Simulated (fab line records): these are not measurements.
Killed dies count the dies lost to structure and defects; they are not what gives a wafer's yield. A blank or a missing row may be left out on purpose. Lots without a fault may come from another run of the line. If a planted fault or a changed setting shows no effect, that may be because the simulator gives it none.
fab line records	flow nandHarc
record lots=24	wafers=72	lastDay=34
route steps=1302 shown A_ONON_D2@548 A_CHANNEL_HOLE_D2@596 A_CHANNEL_FILL_D2@614
lots with no fault: from the same line, run without faults
startH: hours from the record's first day to the start of the lot's first wafer shown	waitH: time in hours since the lot's previous step	" as in the row above	L1.1+2: several wafers, shown together as one row	- either no value or no given start	* or withheld: withheld	< > ~ a bound
route shown NAME@n: names a module that has steps shown in the file, with the first one's number in the route	usual: the fault-free wafers' mean and standard deviation	same: alike in all rows	chamber/n: place in a boat	sites: each site's reading	_std_site: their standard deviation	_edge_site: the outer-site mean with the inner-site mean subtracted	radiusMm: how far each site lies from the wafer's centre	mask NAME#n: copy n	behind: the most recent tool/chamber to have shaped the wafer	hold: what put the lot on hold/how long, in hours/how the hold closed	device: the n, p or np transistor that did not switch	end of line: the tests these same wafers got at the end of their route	a step given without rows: its recipe and nothing more	killed: the dies lost at the first sort to structure and to defects; this is not the yield of the wafer	map: a wafer's dies, x killed, . not, _ none there
set.NAME: the setting as run; set.NAME@STEP: as run at that earlier step	model.NAME: the simulator's own value behind a step, which no gauge read
a sample of lots followed through the steps of the route, with each step as a table and each wafer as a row
services: from which hour (startH, from the record's first day; less than 0 if before it) a tool's chamber was out of use, for how many hours, and why
## steps
# step NHARC_A_ONON_D2_THK_MEAS_05
# recipe thkMeasGauge=ellipsometry
# usual thkNm=998/11
lot.wafer	tool	chamber	startH	waitH	thkNm
L074.4	filmMetro-02	-	271.99	-	993
L074.5	"	-	"	"	994
L074.6	"	-	"	"	992
L075.1	filmMetro-02	-	285.38	-	996
L075.5	"	-	"	"	997
L075.6	"	-	"	"	996
L076.1	filmMetro-01	-	290.62	-	1004
L076.2	"	-	"	"	1005
L076.5	"	-	"	"	1004
L077.1	filmMetro-02	-	305.52	-	1006
L077.4	"	-	"	"	1005
L077.6	"	-	"	"	1007
L079.1	filmMetro-01	-	312.69	-	1002
L079.3	"	-	"	"	1002
L079.5	"	-	"	"	1000
L078.1	filmMetro-02	-	312.69	-	991
L078.3	"	-	"	"	989
L078.6	"	-	"	"	990
L080.2	filmMetro-02	-	333.08	-	1000
L080.3	"	-	"	"	1000
L080.6	"	-	"	"	1001
L081.1	filmMetro-01	-	333.10	-	997
L081.3	"	-	"	"	995
L081.5	"	-	"	"	996
L083.1	filmMetro-01	-	352.62	-	996
L083.2	"	-	"	"	997
L083.4	"	-	"	"	996
L082.2	filmMetro-01	-	352.65	-	1006
L082.4	"	-	"	"	1006
L082.5	"	-	"	"	1008
L085.3	filmMetro-01	-	380.42	-	1000
L085.5	"	-	"	"	1001
L085.6	"	-	"	"	1000
L084.2	filmMetro-01	-	380.42	-	1007
L084.5	"	-	"	"	1007
L084.6	"	-	"	"	1006
L087.1	filmMetro-01	-	398.95	-	1000
L087.5	"	-	"	"	1000
L087.6	"	-	"	"	1001
L086.2	filmMetro-02	-	399.00	-	1004
L086.5	"	-	"	"	1002
L086.6	"	-	"	"	1003
L089.1	filmMetro-02	-	428.58	-	1012
L089.3	"	-	"	"	1010
L089.5	"	-	"	"	1008
L088.3	filmMetro-01	-	428.61	-	994
L088.5	"	-	"	"	992
L088.6	"	-	"	"	992
L090.1	filmMetro-02	-	438.22	-	987
L090.2	"	-	"	"	986
L090.6	"	-	"	"	985
L091.1	filmMetro-02	-	441.19	-	994
L091.3	"	-	"	"	995
L091.5	"	-	"	"	994
L092.2	filmMetro-02	-	457.18	-	979
L092.3	"	-	"	"	978
L092.4	"	-	"	"	979
L095.1	filmMetro-01	-	473.85	-	1030
L095.3	"	-	"	"	1029
L095.6	"	-	"	"	1028
L094.2	filmMetro-02	-	473.96	-	1010
L094.4	"	-	"	"	1011
L094.5	"	-	"	"	1009
L093.2	filmMetro-01	-	474.03	-	988
L093.5	"	-	"	"	989
L093.6	"	-	"	"	988
L096.1	filmMetro-01	-	491.13	-	978
L096.2	"	-	"	"	978
L096.3	"	-	"	"	978
L097.1	filmMetro-01	-	505.98	-	991
L097.2	"	-	"	"	992
L097.3	"	-	"	"	991
# step NHARC_A_CHANNEL_HOLE_D2_ETCH_24
# recipe biasV=5000	sourceW=withheld	pressureMtorr=20	timeS=906.2	arFlowSccm=375	c4f8FlowSccm=93.8	o2FlowSccm=31.2	tempC=-20	targetDepthA=15000	chemistry=C4F8/O2/Ar
# usual c4f8FlowSccm=93.85/0.29	chamberPressureMTorr=19.999/0.018	drypumpMotorCurrentA=5.8/0.82	heBacksideLeakSccm=5.9/0.64	oesAirLineAu=1.000/0.02	showerheadPlenumPTorr=3.60/0.14	throttleValvePct=32.235/0.0095
lot.wafer	tool	chamber	startH	waitH	c4f8FlowSccm	chamberPressureMTorr	drypumpMotorCurrentA	heBacksideLeakSccm	oesAirLineAu	rfHoursCounterH	showerheadPlenumPTorr	throttleValvePct
L074.4	harEtch-02	1	296.35	0.6	93.78	20.018	5.0	6.2	0.981	-	3.63	32.237
L074.6	"	0	"	"	93.59	20.013	6.5	6.6	1.003	-	3.68	32.223
L074.5	"	1	"	"	93.79	20.009	5.0	6.2	0.976	-	3.63	32.244
L075.1	harEtch-02	1	304.03	0.6	93.74	19.971	5.0	6.4	0.995	365	3.62	32.236
L075.6	"	1	"	"	93.78	19.998	5.0	6.3	0.974	-	3.62	32.232
L075.5	"	0	"	"	94.02	19.990	6.5	6.6	0.997	-	3.68	32.235
L076.1	harEtch-02	0	309.20	0.6	93.51	19.984	6.4	6.6	1.026	369	3.68	32.230
L076.2	"	1	"	"	93.74	19.995	5.0	6.3	0.997	369	3.62	32.250
L076.5	"	0	"	"	93.42	19.978	6.5	6.6	1.029	-	3.67	32.237
L077.1	harEtch-01	0	325.53	0.6	93.96	20.000	6.8	5.6	0.951	166	3.55	32.225
L077.4	"	1	"	"	93.72	19.988	5.0	5.4	0.992	-	3.48	32.237
L077.6	"	0	"	"	94.09	20.008	6.8	5.3	0.965	-	3.55	32.231
L079.1	harEtch-02	0	331.62	0.6	94.06	20.003	6.5	6.8	1.001	377	3.67	32.226
L079.3	"	0	"	"	94.17	20.035	6.5	6.5	1.020	-	3.67	32.232
L079.5	"	1	"	"	93.31	20.033	5.0	6.2	1.022	-	3.62	32.230
L078.1	harEtch-01	1	332.69	0.6	93.91	19.981	5.0	5.2	0.973	170	3.48	32.242
L078.3	"	0	"	"	94.43	19.988	6.7	5.5	1.023	-	3.55	32.244
L078.6	"	1	"	"	93.46	19.989	4.9	5.5	0.994	-	3.48	32.238
L080.2	harEtch-02	1	352.13	0.6	93.88	20.002	5.0	6.4	0.990	392	3.61	32.233
L080.3	"	1	"	"	93.84	20.006	5.0	6.3	1.005	-	3.61	32.226
L080.6	"	0	"	"	93.81	20.004	6.5	6.6	1.014	-	3.66	32.243
L081.1	harEtch-01	0	354.61	0.6	93.93	20.012	6.7	5.7	1.016	185	3.54	32.227
L081.3	"	0	"	"	94.47	19.999	6.7	5.4	1.023	-	3.54	32.232
L081.5	"	0	"	"	93.93	19.985	6.7	5.5	0.991	-	3.54	32.238
L083.2	harEtch-01	1	374.73	0.6	93.92	20.012	4.9	5.5	1.051	196	3.46	32.258
L083.1	"	0	"	"	93.64	19.995	6.7	5.4	1.001	196	3.54	32.235
L083.4	"	1	"	"	94.00	20.038	5.0	5.5	1.019	-	3.46	32.252
L082.2	harEtch-02	0	375.13	0.6	93.47	20.018	6.5	7.2	1.022	407	3.65	32.221
L082.4	"	1	"	"	94.51	20.011	5.0	6.5	1.027	-	3.60	32.238
L082.5	"	1	"	"	94.17	20.007	5.0	6.6	1.003	-	3.60	32.233
L084.2	harEtch-02	0	399.74	0.6	94.26	20.012	6.5	5.5	0.993	2	3.65	32.238
L084.5	"	1	"	"	93.80	19.973	5.0	5.0	0.967	-	3.93	32.237
L084.6	"	0	"	"	94.56	20.049	6.5	5.3	1.010	-	3.65	32.234
L085.3	harEtch-01	0	400.37	0.6	94.08	20.023	6.7	5.4	0.974	-	3.53	32.233
L085.6	"	0	"	"	94.18	20.034	6.7	5.6	0.993	-	3.53	32.240
L085.5	"	1	"	"	94.22	19.952	5.0	5.6	1.031	-	3.45	32.242
L086.2	harEtch-02	1	421.00	0.6	93.92	19.989	5.0	5.4	0.977	14	3.92	32.256
L086.6	"	0	"	"	94.16	19.967	6.5	5.3	0.986	-	3.65	32.230
L086.5	"	1	"	"	93.89	19.985	5.0	5.4	0.997	-	3.92	32.230
L087.1	harEtch-01	0	421.13	0.6	93.59	19.993	6.8	5.9	1.008	227	3.52	32.241
L087.6	"	0	"	"	93.85	20.027	6.7	5.8	0.966	-	3.52	32.254
L087.5	"	1	"	"	94.03	19.987	5.0	6.0	0.977	-	3.45	32.231
L088.3	harEtch-01	1	447.25	0.6	93.80	19.995	5.0	6.0	1.001	-	3.44	32.221
L088.5	"	1	"	"	93.31	19.975	5.0	5.8	0.990	-	3.44	32.238
L088.6	"	0	"	"	93.69	19.969	6.7	5.7	1.004	-	3.51	32.230
L089.1	harEtch-02	1	447.27	0.6	93.79	19.986	5.0	5.2	1.014	29	3.91	32.260
L089.3	"	1	"	"	93.64	20.005	5.0	5.1	0.972	-	3.91	32.245
L089.5	"	1	"	"	93.73	20.009	5.0	5.2	0.986	-	3.91	32.235
L091.1	harEtch-02	1	456.94	0.6	93.71	19.988	5.0	5.2	0.968	36	3.91	32.241
L091.3	"	1	"	"	93.57	20.025	5.0	5.1	0.999	-	3.91	32.219
L091.5	"	0	"	"	93.65	19.999	6.5	5.4	1.005	-	3.63	32.236
L090.2	harEtch-01	1	460.73	0.6	94.12	20.002	5.0	5.8	1.018	250	3.43	32.222
L090.1	"	0	"	"	93.71	19.988	6.7	5.8	0.996	250	3.51	32.230
L090.6	"	0	"	"	93.61	19.998	6.7	6.0	0.993	-	3.51	32.245
L092.2	harEtch-02	0	477.11	0.6	94.42	19.995	6.5	10.5	0.996	48	3.63	32.258
L092.4	"	0	"	"	94.06	19.974	6.5	5.8	1.011	-	3.63	32.230
L092.3	"	1	"	"	93.74	20.002	5.0	5.4	0.993	-	3.90	32.241
L093.2	harEtch-01	1	494.80	0.6	93.22	20.041	4.9	5.7	1.007	269	3.43	32.233
L093.5	"	1	"	"	93.50	20.007	4.9	5.6	1.001	-	3.42	32.220
L093.6	"	0	"	"	93.54	19.993	6.7	5.6	0.991	-	3.50	32.243
L095.1	harEtch-02	1	495.01	0.6	94.36	19.983	5.0	5.4	0.978	59	3.89	32.231
L095.3	"	0	"	"	94.09	19.979	6.5	5.1	1.031	-	3.62	32.237
L095.6	"	0	"	"	94.09	19.987	6.5	5.3	1.007	-	3.62	32.239
L094.2	harEtch-01	0	498.96	0.6	93.49	20.004	6.7	5.9	1.019	273	3.50	32.226
L094.4	"	0	"	"	93.38	20.001	6.7	6.1	1.005	-	3.50	32.241
L094.5	"	1	"	"	93.33	20.005	4.9	5.7	0.989	-	3.42	32.231
L096.2	harEtch-01	1	509.95	0.6	94.06	20.028	5.0	5.8	1.027	280	3.42	32.237
L096.1	"	0	"	"	94.13	20.006	6.6	5.9	1.009	280	3.49	32.228
L096.3	"	0	"	"	93.95	19.986	6.7	5.9	1.031	-	3.49	32.234
L097.2	harEtch-01	0	530.65	0.6	93.62	19.998	6.7	6.1	0.999	288	3.49	32.222
L097.1	"	1	"	"	94.25	20.006	5.0	6.2	0.997	288	3.42	32.240
L097.3	"	1	"	"	93.59	20.017	4.9	6.0	1.009	-	3.42	32.237
# step NHARC_A_CHANNEL_HOLE_D2_CD_MEAS_31
# usual cdNm=90.6/1.3
lot.wafer	tool	chamber	startH	waitH	cdNm
L074.4	cdSem-02	-	299.37	-	88.1
L074.5	"	-	"	"	88.9
L074.6	"	-	"	"	89.5
L075.1	cdSem-03	-	307.57	-	91.9
L075.5	"	-	"	"	90.3
L075.6	"	-	"	"	90.4
L076.1	cdSem-03	-	312.57	-	88.3
L076.2	"	-	"	"	89.2
L076.5	"	-	"	"	87.5
L077.1	cdSem-02	-	328.82	-	91.0
L077.4	"	-	"	"	88.9
L077.6	"	-	"	"	90.4
L079.1	cdSem-02	-	335.15	-	92.4
L079.3	"	-	"	"	91.9
L079.5	"	-	"	"	90.4
L078.1	cdSem-01	-	335.94	-	91.1
L078.3	"	-	"	"	91.1
L078.6	"	-	"	"	92.4
L080.2	cdSem-02	-	355.50	-	89.3
L080.3	"	-	"	"	87.0
L080.6	"	-	"	"	89.5
L081.1	cdSem-01	-	357.86	-	92.1
L081.3	"	-	"	"	88.6
L081.5	"	-	"	"	91.6
L083.1	cdSem-03	-	378.13	-	89.8
L083.2	"	-	"	"	91.3
L083.4	"	-	"	"	88.9
L082.2	cdSem-02	-	378.40	-	90.1
L082.4	"	-	"	"	90.6
L082.5	"	-	"	"	90.7
L084.2	cdSem-03	-	403.02	-	90.7
L084.5	"	-	"	"	92.0
L084.6	"	-	"	"	91.0
L085.3	cdSem-02	-	403.51	-	90.4
L085.5	"	-	"	"	91.3
L085.6	"	-	"	"	90.7
L086.2	cdSem-01	-	424.39	-	93.7
L086.5	"	-	"	"	91.7
L086.6	"	-	"	"	91.4
L087.1	cdSem-02	-	424.52	-	91.1
L087.5	"	-	"	"	90.9
L087.6	"	-	"	"	91.4
L089.1	cdSem-03	-	450.53	-	90.2
L089.3	"	-	"	"	92.4
L089.5	"	-	"	"	91.3
L088.3	cdSem-02	-	450.56	-	92.5
L088.5	"	-	"	"	89.5
L088.6	"	-	"	"	91.6
L091.1	cdSem-02	-	460.22	-	90.7
L091.3	"	-	"	"	90.8
L091.5	"	-	"	"	90.2
L090.1	cdSem-03	-	464.13	-	93.6
L090.2	"	-	"	"	91.4
L090.6	"	-	"	"	91.0
L092.2	cdSem-01	-	480.65	-	89.2
L092.3	"	-	"	"	91.7
L092.4	"	-	"	"	91.3
L093.2	cdSem-01	-	498.21	-	90.4
L093.5	"	-	"	"	88.7
L093.6	"	-	"	"	89.3
L095.1	cdSem-03	-	498.40	-	90.0
L095.3	"	-	"	"	90.0
L095.6	"	-	"	"	90.6
L094.2	cdSem-01	-	502.37	-	91.5
L094.4	"	-	"	"	91.1
L094.5	"	-	"	"	89.5
L096.1	cdSem-01	-	513.34	-	90.9
L096.2	"	-	"	"	89.7
L096.3	"	-	"	"	89.4
L097.1	cdSem-03	-	534.04	-	90.8
L097.2	"	-	"	"	90.2
L097.3	"	-	"	"	90.4
# step NHARC_A_CHANNEL_FILL_D2_ALD_14
# recipe targetThkA=25	pulseTimeS=10	aldCycles=25	tempC=300	material=SiO2
# usual heaterPowerW=465/49	precursorPulseHeightRel=1.000/0.019
# same pulseTimeS=10
lot.wafer	tool	chamber	startH	waitH	heaterPowerW	precursorPulseHeightRel
L074.4	aldHk-02	0	307.91	1.1	385	1.011
L074.6	"	2	"	"	571	1.017
L074.5	"	3	"	"	435	0.974
L075.1	aldHk-01	1	315.21	0.0	411	1.006
L075.5	"	1	"	"	402	1.053
L075.6	"	2	"	"	497	1.004
L076.2	aldHk-04	3	320.08	0.1	452	1.013
L076.1	"	0	"	"	491	1.001
L076.5	"	2	"	"	463	1.002
L077.1	aldHk-01	2	336.26	0.1	501	0.985
L077.4	"	3	"	"	527	0.990
L077.6	"	1	"	"	415	0.992
L079.1	aldHk-02	1	342.54	0.0	409	1.019
L079.3	"	2	"	"	545	1.024
L079.5	"	1	"	"	402	1.017
L078.1	aldHk-04	0	342.58	0.1	486	0.994
L078.3	"	1	"	"	459	0.981
L078.6	"	3	"	"	446	0.970
L080.3	aldHk-02	1	362.91	0.0	434	1.019
L080.2	"	0	"	"	408	0.984
L080.6	"	1	"	"	440	0.997
L081.3	aldHk-04	1	362.92	0.0	459	1.008
L081.1	"	0	"	"	513	0.976
L081.5	"	1	"	"	473	1.020
L082.4	aldHk-02	2	386.14	0.0	552	0.993
L082.2	"	3	"	"	418	1.000
L082.5	"	3	"	"	429	1.010
L083.2	aldHk-01	2	386.18	0.1	498	0.980
L083.4	"	3	"	"	505	0.985
L083.1	"	0	"	"	437	1.021
L084.2	aldHk-01	3	410.86	0.1	527	0.995
L084.6	"	2	"	"	503	0.986
L084.5	"	3	"	"	509	1.025
L085.3	aldHk-02	2	411.04	0.3	550	0.996
L085.5	"	3	"	"	407	1.042
L085.6	"	0	"	"	412	1.032
L086.2	aldHk-01	1	431.84	0.1	428	1.018
L086.5	"	0	"	"	450	0.983
L086.6	"	1	"	"	414	1.008
L087.1	aldHk-01	1	432.10	0.3	423	1.013
L087.5	"	3	"	"	508	0.969
L087.6	"	0	"	"	432	0.997
L089.3	aldHk-01	2	458.05	0.1	515	1.050
L089.1	"	3	"	"	517	1.016
L089.5	"	1	"	"	417	1.016
L088.3	aldHk-04	2	458.11	0.2	466	1.022
L088.6	"	3	"	"	435	1.023
L088.5	"	0	"	"	508	0.978
L091.1	aldHk-01	0	467.69	0.1	445	0.990
L091.3	"	1	"	"	395	1.007
L091.5	"	2	"	"	503	1.004
L090.2	aldHk-01	2	471.62	0.1	502	1.028
L090.1	"	3	"	"	525	1.038
L090.6	"	1	"	"	419	0.981
L092.3	aldHk-04	0	488.06	0.0	503	1.033
L092.4	"	2	"	"	483	1.009
L092.2	"	3	"	"	448	0.982
L094.2	aldHk-02	1	507.36	0.0	426	0.991
L094.4	"	2	"	"	552	1.010
L094.5	"	2	"	"	562	1.006
L095.3	aldHk-01	2	507.41	0.1	498	1.008
L095.1	"	0	"	"	424	1.012
L095.6	"	2	"	"	497	1.018
L093.2	aldHk-04	3	507.44	0.1	447	1.018
L093.6	"	1	"	"	444	0.994
L093.5	"	2	"	"	481	0.999
L096.2	aldHk-04	0	522.79	0.0	497	0.996
L096.3	"	1	"	"	448	0.963
L096.1	"	3	"	"	437	0.986
L097.3	aldHk-02	1	541.47	0.0	414	0.997
L097.2	"	2	"	"	574	0.996
L097.1	"	3	"	"	428	0.978
# step NHARC_A_CHANNEL_FILL_D2_ETCHBACK_20
# recipe targetDepthA=270	timeS=13.5	c4f8FlowSccm=withheld	o2FlowSccm=8	arFlowSccm=withheld	rfW=600	biasW=1500	chemistry=C4F8/O2/Ar
# usual chamberPressureMTorr=24.998/0.022	oesProductAu=0.985/0.027	rfVppV=977/5.4
lot.wafer	tool	chamber	startH	waitH	chamberPressureMTorr	oesProductAu	rfHoursCounterH	rfVppV
L074.4	rieDiel-02	1	325.06	-	24.989	0.918	3	974
L074.6	"	2	"	"	25.016	0.943	-	978
L074.5	"	3	"	"	25.001	0.921	-	973
L075.1	rieDiel-03	1	332.66	-	24.978	0.990	1	974
L075.6	"	2	"	"	24.992	0.996	-	987
L075.5	"	3	"	"	24.976	0.997	-	974
L076.2	rieDiel-02	3	337.15	-	25.024	0.985	3	973
L076.1	"	0	"	"	25.040	0.998	3	982
L076.5	"	3	"	"	25.016	0.990	-	972
L077.1	rieDiel-02	1	353.48	-	25.025	0.965	3	975
L077.4	"	2	"	"	24.953	0.997	3	978
L077.6	"	3	"	"	25.007	0.978	-	972
L079.3	rieDiel-03	0	359.15	-	24.991	0.998	2	981
L079.1	"	1	"	"	24.979	1.013	2	974
L079.5	"	1	"	"	25.024	1.009	-	972
L078.1	rieDiel-05	1	359.16	-	24.952	1.016	26	984
L078.3	"	2	"	"	25.031	0.996	27	968
L078.6	"	0	"	"	25.023	1.011	-	979
L080.2	rieDiel-02	2	380.17	-	25.031	0.985	4	977
L080.3	"	0	"	"	24.996	0.994	4	982
L080.6	"	1	"	"	24.982	0.968	-	975
L081.1	rieDiel-03	2	380.19	-	24.997	0.997	3	988
L081.3	"	3	"	"	24.993	1.003	3	974
L081.5	"	3	"	"	24.979	1.001	-	975
L083.2	rieDiel-02	1	405.27	-	24.977	1.009	0	976
L083.4	"	2	"	"	24.998	1.007	0	978
L083.1	"	0	"	"	25.010	1.000	0	981
L082.4	rieDiel-05	0	405.27	-	24.976	1.007	29	978
L082.2	"	3	"	"	24.996	1.004	31	970
L082.5	"	0	"	"	25.034	0.996	-	977
L084.2	rieDiel-03	1	427.95	-	24.985	1.001	4	973
L084.6	"	1	"	"	25.002	0.999	-	974
L084.5	"	2	"	"	25.023	0.980	-	988
L085.3	rieDiel-02	2	427.95	-	24.988	0.927	1	977
L085.5	"	2	"	"	24.929	0.924	-	975
L085.6	"	3	"	"	24.990	0.904	-	972
L086.2	rieDiel-05	2	448.55	-	25.014	1.002	3	968
L086.5	"	1	"	"	25.020	0.998	-	983
L086.6	"	2	"	"	24.984	1.007	-	967
L087.1	rieDiel-03	2	448.57	-	25.038	0.988	5	988
L087.6	"	3	"	"	24.994	1.007	-	973
L087.5	"	2	"	"	24.993	0.983	-	987
L089.1	rieDiel-03	1	475.20	-	25.018	1.010	0	972
L089.3	"	2	"	"	25.016	1.004	0	987
L089.5	"	1	"	"	25.005	1.002	-	972
L088.3	rieDiel-02	0	475.22	-	24.978	1.009	2	981
L088.6	"	3	"	"	25.004	0.981	-	973
L088.5	"	0	"	"	25.005	1.000	-	982
L090.2	rieDiel-02	3	486.50	-	24.951	0.972	2	972
L090.1	"	2	"	"	24.987	1.012	2	978
L090.6	"	0	"	"	24.990	0.992	-	982
L091.3	rieDiel-03	1	486.50	-	25.004	1.002	0	971
L091.1	"	3	"	"	24.994	0.985	1	974
L091.5	"	1	"	"	25.012	0.983	-	973
L092.3	rieDiel-05	3	506.32	-	24.976	0.989	10	971
L092.2	"	0	"	"	25.004	0.996	12	978
L092.4	"	1	"	"	24.981	0.986	13	984
L094.2	rieDiel-02	0	524.50	-	25.017	0.995	4	982
L094.4	"	2	"	"	24.959	1.001	4	976
L094.5	"	1	"	"	24.977	1.003	-	974
L093.2	rieDiel-03	0	524.50	-	24.987	0.987	1	982
L093.6	"	3	"	"	24.992	0.972	-	974
L093.5	"	0	"	"	24.968	0.976	-	981
L095.1	rieDiel-05	1	524.51	-	24.970	0.977	17	983
L095.3	"	3	"	"	25.000	0.978	15	970
L095.6	"	1	"	"	24.972	0.979	-	983
L096.1	rieDiel-05	3	539.62	-	25.013	0.905	17	971
L096.2	"	0	"	"	25.005	0.923	19	977
L096.3	"	1	"	"	25.017	0.902	19	983
L097.3	rieDiel-05	2	560.09	-	24.976	1.004	20	967
L097.2	"	3	"	"	24.960	1.000	20	971
L097.1	"	1	"	"	25.018	0.990	22	982
# step NHARC_A_CHANNEL_FILL_D2_STRIP_28
# recipe timeS=20	o2FlowSccm=500	arFlowSccm=0	biasW=0	chemistry=O2
# usual chamberPressureMTorr=59.99/0.056	drypumpMotorCurrentA=5.7/0.44	oesProductAu=1.001/0.012	rfVppV=57.7/0.92	showerheadPlenumPTorr=3.49/0.14	throttleValvePct=17.036/0.0094
lot.wafer	tool	chamber	startH	waitH	chamberPressureMTorr	drypumpMotorCurrentA	oesProductAu	rfHoursCounterH	rfVppV	showerheadPlenumPTorr	throttleValvePct
L074.4	rieDiel-02	0	325.13	0.1	59.98	6.3	1.023	3	58.0	3.64	17.040
L074.5	"	2	"	"	60.08	5.1	1.021	-	57.1	3.50	17.035
L074.6	"	3	"	"	59.98	5.4	0.982	-	59.3	3.38	17.048
L075.1	rieDiel-03	2	332.73	0.1	59.96	6.0	1.003	1	59.7	3.77	17.036
L075.5	"	3	"	"	60.09	5.1	0.998	-	55.6	3.41	17.034
L075.6	"	0	"	"	59.87	5.8	0.994	-	58.3	3.60	17.044
L076.2	rieDiel-02	0	337.23	0.1	59.96	6.4	1.018	3	57.3	3.64	17.035
L076.1	"	1	"	"	59.93	5.9	0.991	3	57.8	3.44	17.037
L076.5	"	1	"	"	60.08	5.9	0.999	-	58.4	3.44	17.028
L077.4	rieDiel-02	0	353.56	0.1	60.07	6.3	1.017	3	60.0	3.64	17.043
L077.1	"	2	"	"	60.01	5.1	1.011	3	58.2	3.50	17.033
L077.6	"	0	"	"	60.06	6.3	1.006	-	57.7	3.64	17.038
L079.1	rieDiel-03	2	359.25	0.1	59.93	5.9	1.003	2	57.9	3.76	17.026
L079.3	"	3	"	"	60.05	5.1	1.005	2	57.5	3.41	17.037
L079.5	"	1	"	"	59.96	6.5	1.009	-	57.1	3.39	17.042
L078.1	rieDiel-05	1	359.27	0.1	59.98	5.4	1.012	26	57.8	3.65	17.032
L078.3	"	0	"	"	60.03	5.5	1.014	21	58.1	3.53	17.043
L078.6	"	2	"	"	59.93	5.7	1.008	-	57.1	3.29	17.028
L080.2	rieDiel-02	1	380.26	0.1	60.02	6.0	0.996	4	58.0	3.44	17.033
L080.3	"	2	"	"	59.98	5.1	1.008	4	58.3	3.50	17.018
L080.6	"	1	"	"	59.96	5.9	0.994	-	56.3	3.44	17.025
L081.1	rieDiel-03	3	380.28	0.1	59.94	5.1	1.000	3	56.6	3.41	17.031
L081.3	"	1	"	"	59.94	6.5	1.011	2	57.3	3.39	17.041
L081.5	"	3	"	"	60.06	5.1	1.004	-	56.8	3.41	17.016
L083.1	rieDiel-02	1	405.36	0.1	60.00	6.0	1.020	0	57.9	3.44	17.038
L083.2	"	3	"	"	59.99	5.4	0.983	0	57.0	3.38	17.035
L083.4	"	0	"	"	60.07	6.4	1.012	0	57.6	3.64	17.037
L082.2	rieDiel-05	3	405.36	0.1	59.97	5.7	1.004	31	57.1	3.35	17.052
L082.4	"	0	"	"	60.05	5.5	1.006	29	57.5	3.52	17.051
L082.5	"	0	"	"	59.90	5.5	1.010	-	57.8	3.52	17.020
L085.3	rieDiel-02	0	428.05	0.1	59.91	6.4	1.012	1	58.2	3.63	17.054
L085.5	"	0	"	"	59.98	6.3	1.009	-	60.1	3.63	17.036
L085.6	"	1	"	"	60.07	5.9	1.010	-	56.6	3.44	17.023
L084.2	rieDiel-03	2	428.05	0.1	60.01	5.9	0.975	4	58.6	3.76	17.049
L084.6	"	0	"	"	59.97	5.7	0.999	-	57.5	3.60	17.031
L084.5	"	1	"	"	59.97	6.4	0.994	-	58.2	3.39	17.040
L086.2	rieDiel-05	1	448.64	0.1	59.89	5.4	0.986	4	57.2	3.65	17.039
L086.5	"	3	"	"	60.05	5.7	0.994	-	56.9	3.34	17.024
L086.6	"	0	"	"	59.96	5.5	1.001	-	58.7	3.52	17.040
L087.1	rieDiel-03	3	448.65	0.1	60.01	5.1	1.005	6	56.8	3.41	17.025
L087.6	"	3	"	"	59.99	5.1	0.996	-	57.1	3.41	17.034
L087.5	"	1	"	"	59.96	6.5	1.011	-	56.2	3.39	17.062
L089.3	rieDiel-03	0	475.30	0.1	59.84	5.8	1.010	0	57.7	3.60	17.040
L089.1	"	2	"	"	60.01	6.0	0.990	0	58.3	3.76	17.037
L089.5	"	3	"	"	59.99	5.1	0.970	-	56.8	3.41	17.047
L088.3	rieDiel-02	1	475.31	0.1	60.06	6.0	1.004	2	58.1	3.44	17.038
L088.5	"	2	"	"	60.08	5.1	1.015	-	58.0	3.50	17.027
L088.6	"	3	"	"	60.03	5.4	0.978	-	57.6	3.38	17.042
L091.1	rieDiel-03	0	486.59	0.1	59.97	5.7	1.014	1	57.5	3.60	17.031
L091.3	"	2	"	"	59.94	5.9	0.999	0	57.6	3.76	17.035
L091.5	"	0	"	"	59.97	5.7	1.025	-	58.4	3.60	17.043
L090.2	rieDiel-02	0	486.59	0.1	60.04	6.3	1.001	2	58.0	3.63	17.027
L090.1	"	1	"	"	60.02	5.9	1.009	3	58.6	3.44	17.040
L090.6	"	3	"	"	60.00	5.4	0.992	-	56.8	3.38	17.041
L092.4	rieDiel-05	1	506.41	0.1	59.97	5.4	0.983	13	57.6	3.64	17.036
L092.2	"	3	"	"	59.95	5.6	0.994	10	55.8	3.34	17.053
L092.3	"	0	"	"	59.90	5.5	1.002	12	58.5	3.52	17.005
L094.4	rieDiel-02	0	524.59	0.1	59.98	6.3	1.004	4	57.2	3.63	17.041
L094.2	"	2	"	"	60.04	5.1	1.010	4	57.7	3.50	17.050
L094.5	"	0	"	"	60.09	6.4	0.993	-	58.7	3.63	17.037
L095.1	rieDiel-05	3	524.59	0.1	59.92	5.7	0.997	15	56.9	3.34	17.024
L095.3	"	0	"	"	59.96	5.5	1.005	16	57.5	3.51	17.035
L095.6	"	0	"	"	60.07	5.5	1.005	-	58.1	3.51	17.039
L093.2	rieDiel-03	2	524.59	0.1	59.92	5.9	1.005	1	58.8	3.76	17.032
L093.6	"	1	"	"	59.99	6.5	1.005	-	56.7	3.39	17.029
L093.5	"	2	"	"	59.99	5.9	1.002	-	59.0	3.76	17.037
L096.1	rieDiel-05	3	539.71	0.1	60.05	5.7	0.983	17	56.9	3.34	17.046
L096.2	"	0	"	"	60.05	5.5	0.999	19	55.5	3.51	17.026
L096.3	"	2	"	"	59.96	5.7	1.004	17	57.9	3.27	17.032
L097.1	rieDiel-05	1	560.18	0.1	60.01	5.4	0.996	22	58.6	3.64	17.037
L097.3	"	3	"	"	59.98	5.7	0.999	20	57.2	3.33	17.048
L097.2	"	0	"	"	59.93	5.5	0.997	22	57.4	3.51	17.053
## services
tool	chamber	startH	hours	kind
rieDiel-03	-	281.30	9.0	pm
rieDiel-03	1	294.82	5.3	repair
aldHk-01	-	298.02	10.0	pm
rieDiel-03	-	330.66	0.8	repair
harEtch-02	-	339.45	2.7	repair
aldHk-02	-	348.38	10.0	pm
rieDiel-05	0	352.48	4.3	repair
rieDiel-05	3	355.78	9.2	repair
harEtch-02	-	377.04	17.0	pm
rieDiel-02	-	393.70	9.0	pm
rieDiel-05	-	407.13	9.0	pm
rieDiel-03	2	426.47	1.2	repair
rieDiel-03	2	429.23	7.0	repair
rieDiel-03	1	432.24	6.1	repair
aldHk-04	-	439.63	10.0	pm
rieDiel-03	0	441.84	12.4	repair
rieDiel-05	2	456.28	9.0	repair
rieDiel-03	-	458.30	9.0	pm
rieDiel-02	0	462.49	7.7	repair
rieDiel-05	3	463.61	8.2	repair
aldHk-01	-	476.02	10.0	pm
aldHk-02	-	516.84	0.9	repair
aldHk-02	-	526.38	10.0	pm
aldHk-04	-	526.88	0.6	repair
## key
fault none
